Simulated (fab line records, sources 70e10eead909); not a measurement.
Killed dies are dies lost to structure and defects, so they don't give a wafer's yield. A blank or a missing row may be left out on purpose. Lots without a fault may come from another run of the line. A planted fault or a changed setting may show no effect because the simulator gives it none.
Which tool did it? | flow nand_harc | 7 lots, 21 wafers sampled, at 3 steps of a route of 1302

WHAT THE GAUGES READ, wafer by wafer
NHARC_A_ONON_D1_THK_MEAS_05: measures by ellipsometry.
lot  | measured     | on            | thk_nm (nm)
L662 | day 9 00:20  | film_metro-01 | 992 993 994
L665 | day 10 07:34 | film_metro-01 | 992 994 992
L670 | day 12 07:40 | film_metro-01 | 668 668 667
L676 | day 14 23:32 | film_metro-01 | 997 996 994
L679 | day 16 03:55 | film_metro-02 | 1000 1001 1000
L680 | day 16 21:50 | film_metro-01 | 996 997 998
L682 | day 17 17:05 | film_metro-02 | 1008 1005 1007

WHICH TOOL RAN EACH LOT (tool, then ch and the chambers of the sampled wafers, then the start)
lot  | NHARC_P_BONDPAD_PVD_17                  | NHARC_A_ONON_D1_DEP_03
L662 | pvd_sputter-02, day 8 02:40 or earlier  | pecvd_onon-01 ch 0, day 8 23:49
L665 | pvd_sputter-02, day 9 10:21 or earlier  | pecvd_onon-04 ch 0, day 10 07:04
L670 | pvd_sputter-01, day 11 09:07 or earlier | pecvd_onon-04 ch 0, day 12 07:09
L676 | pvd_sputter-02, day 14 02:17 or earlier | pecvd_onon-01 ch 0, day 14 23:01
L679 | pvd_sputter-02, day 15 04:23 or earlier | pecvd_onon-02 ch 0, day 16 03:31
L680 | pvd_sputter-02, day 16 00:41 or earlier | pecvd_onon-04 ch 0, day 16 21:23
L682 | pvd_sputter-01, day 16 19:46 or earlier | pecvd_onon-04 ch 0, day 17 16:34
- NHARC_P_BONDPAD_PVD_17: deposits TaN, target thk 5 nm, time 8.06 s.
- NHARC_A_ONON_D1_DEP_03: target thk 1000 nm.

THE ANSWER, worked out from the rows above alone
Rule: what is usual is taken from the lots themselves. Put in order of their means at a reading, lots are off if they are a third of the lots or fewer, leave a main group of 4 or more, and stand apart from it by a gap of 3 or more times the standard deviation of the main group's means; of several such gaps the widest counts. A main group whose means are all the same, to the digits that the tables above print for the reading, isn't used. A lot without any number at a reading at which 4 lots or more have one is off too. The other lots that the step has rows for count as sound.
Off: L670, at NHARC_A_ONON_D1_THK_MEAS_05 (thk_nm). The main group: mean 998 nm, standard deviation 4.8.
A tool fits if, at a process step before that reading, it ran every lot that is off, and no sound lot after the first of them. The gauges at NHARC_A_ONON_D1_THK_MEAS_05 are tried like those tools. NHARC_P_BONDPAD_PVD_17 gives no start for some lots, so the hours and the order of its lots are those of NHARC_A_ZERO_WELL_INSPECT_17. None of those tried fits.

WHAT THE SIMULATOR HAD PUT IN
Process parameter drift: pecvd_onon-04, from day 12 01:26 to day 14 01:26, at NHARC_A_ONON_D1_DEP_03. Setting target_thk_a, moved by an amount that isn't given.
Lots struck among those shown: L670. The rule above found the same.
